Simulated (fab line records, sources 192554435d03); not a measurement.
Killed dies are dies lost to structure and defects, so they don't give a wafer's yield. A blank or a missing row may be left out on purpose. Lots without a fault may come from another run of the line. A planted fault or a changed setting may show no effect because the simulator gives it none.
Split-lot experiment | flow n5_finfet | 7 lots, 39 wafers read, on a route of 1938 steps

THE SPLIT
At N5_MOL_CONTACT_COAG_CVD_140 (deposits W, target thk 66.5 nm, time 215 s), the setting target_thk_a was moved away from the recipe's 665 angstrom on 15 of the 39 wafers read, by -11.1% to +14.2%. The other wafers ran this setting at the recipe's value.

The reading is taken at the split's own step.

THE READING
W_of_MOL_CONTACT_COAG_CVD_140.thk_nm (the simulator's own value, which no gauge read), in nm, at N5_MOL_CONTACT_COAG_CVD_140 (deposits W, target thk 66.5 nm, time 215 s). The file gives no usual value for it. The 24 wafers here that ran the recipe average 66.5 nm, standard deviation 0.63 nm.

wafer  | tool, chamber at the split | target_thk_a as run, angstrom | against the recipe | W_of_MOL_CONTACT_COAG_CVD_140.thk_nm, nm | against lot-mates on the recipe
L076.1 | cvd_w-01, 0                | 759.1                         | +14.2%             | 74.8                                     | +9.5
L076.2 | cvd_w-01, 1                | 759.1                         | +14.2%             | 75.8                                     | +10.5
L076.3 | cvd_w-01, 0                | 759.1                         | +14.2%             | 75.2                                     | +9.9
L076.4 | cvd_w-01, 1                | 665                           | recipe             | 65.4                                     | -
L076.5 | cvd_w-01, 1,0              | 665                           | recipe             | 65.2                                     | -
L076.6 | cvd_w-01, 1,0              | 665                           | recipe             | 65.2                                     | -
L082.1 | cvd_w-01, 0                | 714.1                         | +7.4%              | 71.2                                     | +4.7
L082.2 | cvd_w-01, 1,0              | 714.1                         | +7.4%              | 71.8                                     | +5.3
L082.5 | cvd_w-01, 1,0              | 714.1                         | +7.4%              | 71.8                                     | +5.3
L082.3 | cvd_w-01, 1                | 665                           | recipe             | 66.6                                     | -
L082.6 | cvd_w-01, 1                | 665                           | recipe             | 66.6                                     | -
L082.4 | cvd_w-01, 0                | 665                           | recipe             | 66.2                                     | -
L084.1 | cvd_w-01, 1                | 665                           | recipe             | 67                                       | -
L084.2 | cvd_w-01, 0                | 597.2                         | -10.2%             | 60                                       | -6.7
L084.3 | cvd_w-01, 0                | 665                           | recipe             | 66.4                                     | -
L084.4 | cvd_w-01, 1                | 597.2                         | -10.2%             | 59.4                                     | -7.3
L084.5 | cvd_w-01, 1                | 665                           | recipe             | 66.6                                     | -
L084.6 | cvd_w-01, 0                | 597.2                         | -10.2%             | 59.8                                     | -6.9
L086.1 | cvd_w-01, 0                | 665                           | recipe             | 67                                       | -
L086.2 | cvd_w-01, 1,0              | 590.9                         | -11.1%             | 59.6                                     | -7.3
L086.4 | cvd_w-01, 1,0              | 590.9                         | -11.1%             | 59.6                                     | -7.3
L086.3 | cvd_w-01, 1                | 590.9                         | -11.1%             | 60                                       | -6.9
L086.5 | cvd_w-01, 1,0              | 665                           | recipe             | 66.8                                     | -
L086.6 | cvd_w-01, 1,0              | 665                           | recipe             | 66.8                                     | -
L092.1 | cvd_w-01, 0,1              | 665                           | recipe             | 67.2                                     | -
L092.5 | cvd_w-01, 0,1              | 665                           | recipe             | 67.2                                     | -
L092.2 | cvd_w-01, 1                | 594.6                         | -10.6%             | 60                                       | -6.9
L092.3 | cvd_w-01, 0                | 665                           | recipe             | 66.4                                     | -
L092.4 | cvd_w-01, 1                | 594.6                         | -10.6%             | 59.8                                     | -7.1
L092.6 | cvd_w-01, 0                | 594.6                         | -10.6%             | 59.4                                     | -7.5
L093.1 | cvd_w-01, 1                | 665                           | recipe             | 65.8                                     | -
L093.3 | cvd_w-01, 0                | 665                           | recipe             | 66.2                                     | -
L093.4 | cvd_w-01, 1                | 665                           | recipe             | 66.6                                     | -
L096.1 | cvd_w-01, 1                | 665                           | recipe             | 67.6                                     | -
L096.2 | cvd_w-01, 0,1              | 665                           | recipe             | 67.2                                     | -
L096.5 | cvd_w-01, 0,1              | 665                           | recipe             | 67.2                                     | -
L096.3 | cvd_w-01, 0                | 665                           | recipe             | 66.6                                     | -
L096.4 | cvd_w-01, 1                | 665                           | recipe             | 66.2                                     | -
L096.6 | cvd_w-01, 0                | 665                           | recipe             | 67                                       | -
Where a row lists several chambers, the file gives one row for several wafers and doesn't say which wafer went through which chamber.

THE FIT
A straight line over all 39 wafers: W_of_MOL_CONTACT_COAG_CVD_140.thk_nm changes by +0.636 nm for each +1% of target_thk_a; r = +0.99; the points scatter about the line by 0.57 nm.
The same after taking each lot's own level away (the mean of its wafers on the recipe; 39 wafers): +0.683 nm for each +1%; r = +1.00; scatter 0.34 nm.
On that fit, the largest move of target_thk_a shifts the reading by 9.7 nm.
The lots' own levels span 65.27 to 66.97 nm, that is 2.7 times the standard deviation above.
So the lot-to-lot level changes the slope little: the two slopes agree.
Check: with one of the wafers moved furthest among these (+14.2%) left out of the fit, the line predicts +9.78 nm for it against its lot-mates. It came out at +9.53 nm against them.

OTHER SPLITS ON THESE WAFERS
These wafers also went through other splits before the reading. Each is held against what the fit with the lots' levels taken away leaves over:
other split on the same wafers        | wafers away from the commonest value | r with W_of_MOL_CONTACT_COAG_CVD_140.thk_nm (lot level and that fit taken away)
N5_DUMMY_GATE_EXPOSE_12 dose_mj       | 18                                   | -0.16
N5_DUMMY_GATE_ETCH_37 source_w        | 15                                   | +0.06
N5_DUMMY_GATE_ETCH_31 target_depth_a  | 15                                   | -0.04
N5_DUMMY_GATE_ETCH_32 time_s          | 15                                   | -0.25
N5_SD_EPI_N_ETCH_35 source_w          | 12                                   | -0.02
N5_MOL_CONTACT_COAG_ALD_27 ald_cycles | 15                                   | -0.14

THE FILE'S OWN FIT
W_of_MOL_CONTACT_COAG_CVD_140.thk_nm changes by +0.682 nm for each +1% of target_thk_a, r = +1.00.
